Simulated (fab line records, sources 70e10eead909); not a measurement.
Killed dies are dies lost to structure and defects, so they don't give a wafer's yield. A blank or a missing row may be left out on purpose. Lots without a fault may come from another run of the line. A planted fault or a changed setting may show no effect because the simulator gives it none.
Chamber matching | flow nand_harc | NHARC_A_M1_CMP_23 on cmp-04: 4 sister chambers
The step polishes, t overpolish 20 s, target thk 154.34 nm. 8 wafers are shown with their chamber, then 12 later ones without.

WAFERS WITH THEIR CHAMBER
wafer  | chamber | motor_current_A (A) | time_to_endpoint_s (s)
L086.6 | 3       | 12.8                | 25.9
L085.1 | 1       | 11.3                | 26.7
L085.6 | 1       | 11.3                | 24.5
L088.1 | 2       | 10.7                | 26.0
L088.6 | 2       | 10.8                | 26.8
L092.3 | 0       | 12.4                | 22.9
L092.4 | 3       | 12.2                | 26.7
L092.6 | 0       | 12.7                | 27.7

WAFERS WITHOUT THEIR CHAMBER
wafer  | motor_current_A (A) | time_to_endpoint_s (s)
L094.1 | 13.5                | 26.9
L094.3 | 11.5                | 24.6
L094.4 | 12.4                | 25.0
L097.2 | 10.4                | 32.7
L097.4 | 13.1                | 30.6
L097.5 | 13.2                | 30.9
L097.1 | 12.2                | 30.5
L097.3 | 11.4                | 28.1
L097.6 | 11.4                | 29.2
L096.2 | 10.3                | 31.1
L096.3 | 12.3                | 27.7
L096.5 | 11.5                | 26.6

WHICH CHAMBER EACH WENT THROUGH
wafer  | from the rows above     | in truth
L094.1 | can't be placed: 0 or 3 | 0
L094.3 | 1                       | 1
L094.4 | can't be placed: 0 or 3 | 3
L097.2 | can't be placed: 2 or 1 | 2
L097.4 | can't be placed: 3 or 0 | 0
L097.5 | can't be placed: 3 or 0 | 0
L097.1 | can't be placed: 3 or 0 | 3
L097.3 | can't be placed: 1 or 2 | 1
L097.6 | can't be placed: 1 or 2 | 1
L096.2 | can't be placed: 2 or 1 | 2
L096.3 | can't be placed: 3 or 0 | 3
L096.5 | 1                       | 1
Placed correctly: 2 of 12. Can't be placed from these rows: 10 (the true chamber is among the candidates in 10). Placed wrongly: 0.
How it was worked out, from the rows above alone: a wafer's distance from a chamber is the root of the sum, over the readings, of the square of ((its reading less the chamber's mean) divided by the reading's scatter). The wafer belongs to the nearest chamber; if the next one is less than 2 further off, it can't be placed. A chamber's mean is the mean of its shown wafers. The scatter: the root of (the sum of the squares of (reading less its chamber's mean) over the shown wafers, divided by (wafers less chambers)).
